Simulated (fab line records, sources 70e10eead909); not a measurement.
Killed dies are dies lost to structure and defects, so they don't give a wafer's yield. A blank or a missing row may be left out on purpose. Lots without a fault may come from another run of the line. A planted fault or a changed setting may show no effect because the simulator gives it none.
A struck lot beside a sound one | flow nand_harc | 15 steps out of a route of 1302
Sound: wafers L192.1, L192.2, L192.3. Struck: wafers L199.2, L199.4, L199.5. The cause comes at the end.
At each step with rows: each side's tool, then ch and its chambers, then its first start. Under that, the readings that differ: sound wafers | struck wafers | difference of the means | sigmas: that difference in standard deviations of wafers without a fault.
alike: readings whose means differ by less than 2 such deviations, and words and numbers that are the same on both sides. not compared: withheld readings, readings that some wafer has no value for, bounds like >300 that may hide the same value, and numbers for which the record gives no deviation and whose values overlap.
The two part at a step that has a row with sigmas, a row that says differs or no value, or rows on one side only. Numbers that don't overlap but have no deviation are shown without sigmas and don't part them. A reading that every wafer of one side lacks parts them only if that side has two wafers or more.

first, 1 step without rows for these wafers: NHARC_P_CONTACT_ETCH_35 (etches the open film in CF4, target depth 39 nm, time 65 s).
NHARC_P_CONTACT_ETCH_36: etches the open film in N2/H2, target depth 260 nm, time 406.25 s.
  sound on rie_diel-09 ch 0,1,2; struck on rie_diel-09 ch 0,1,3
  alike: drypump_motor_current_A, h2_flow_sccm, oes_product_au, rf_vpp_V, showerhead_plenum_p_Torr, throttle_valve_pct
  not compared: rf_hours_counter_h
then, 3 steps without rows for these wafers: NHARC_P_CONTACT_ETCH_18 (etches the open film in C4F8/O2/Ar, target depth 481 nm, time 240.5 s); NHARC_P_CONTACT_STRIP_37 (strips in C4F8/O2/Ar); NHARC_P_CONTACT_ETCH_31 (etches the open film in CH3F/O2, target depth 30 nm, time 85.7 s).
NHARC_P_CONTACT_CD_MEAS_19:
  sound on cd_sem-01, day 7 16:56; struck on cd_sem-02, day 10 12:58
  alike: cd_nm
NHARC_P_CONTACT_STRIP_28: strips in O2.
  sound on rie_diel-08 ch 0,2,3, day 7 17:01; struck on rie_diel-08 ch 0,3, day 10 13:02
  alike: drypump_motor_current_A, oes_product_au, rf_vpp_V, showerhead_plenum_p_Torr, throttle_valve_pct
  not compared: rf_hours_counter_h
then, 1 step without rows for these wafers: NHARC_P_CONTACT_STRIP_29 (strips in post etch residue remover, time 1200 s).
NHARC_P_CONTACT_DEGAS_38: time 60 s.
  sound on pvd_sputter-02, day 7 17:41; struck on pvd_sputter-03, day 10 13:43
  alike: heater_power_w
then, 1 step without rows for these wafers: NHARC_P_CONTACT_PRE_CLEAN_39 (time 19.5 s).
NHARC_P_CONTACT_PVD_32: deposits Ti, target thk 5 nm, time 17.7 s.
  sound on pvd_sputter-02; struck on pvd_sputter-03
  alike: throttle_valve_pct
NHARC_P_CONTACT_ALD_22: deposits TiN, target thk 3 nm, pulse time 1 s, ald cycles 150.
  sound on ald_metal-01 ch 1,2,3, day 7 17:55; struck on ald_metal-03 ch 0,1,3, day 10 13:59
  alike: heater_power_outer_w, heater_power_w, precursor_pulse_height_rel
NHARC_P_CONTACT_CVD_23: deposits W, target thk 200 nm, time 557 s.
  sound on cvd_w-01 ch 0,1, day 7 18:07; struck on cvd_w-02 ch 1, day 10 14:10
  reading                | sound          | struck         | difference | sigmas
  throttle_valve_pct (%) | 8.14 7.72 8.19 | 7.39 7.27 7.39 | -0.67      | -2
  alike: heater_power_outer_w, heater_power_w, mfc_h2_sccm
NHARC_P_CONTACT_CMP_24: polishes, t overpolish 30 s, target thk 200 nm.
  sound on cmp-02 ch 0,1,2, day 7 18:46; struck on cmp-01 ch 0,1,2, day 10 14:51
  reading                | sound          | struck         | difference | sigmas
  time_to_endpoint_s (s) | 40.5 38.0 40.8 | 54.7 56.2 53.5 | +15.0      | +5
  alike: edge_zone_pressure_frac, motor_current_A, overpolish_run_s
then, 1 step without rows for these wafers: NHARC_END_SORT_01.

WHERE THEY PART
First at NHARC_P_CONTACT_CVD_23; last, within this record, at NHARC_P_CONTACT_CMP_24.

WHY: what the simulator had put in
Process parameter drift: cvd_w-02, from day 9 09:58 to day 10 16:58, at NHARC_P_CONTACT_CVD_23. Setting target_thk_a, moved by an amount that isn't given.
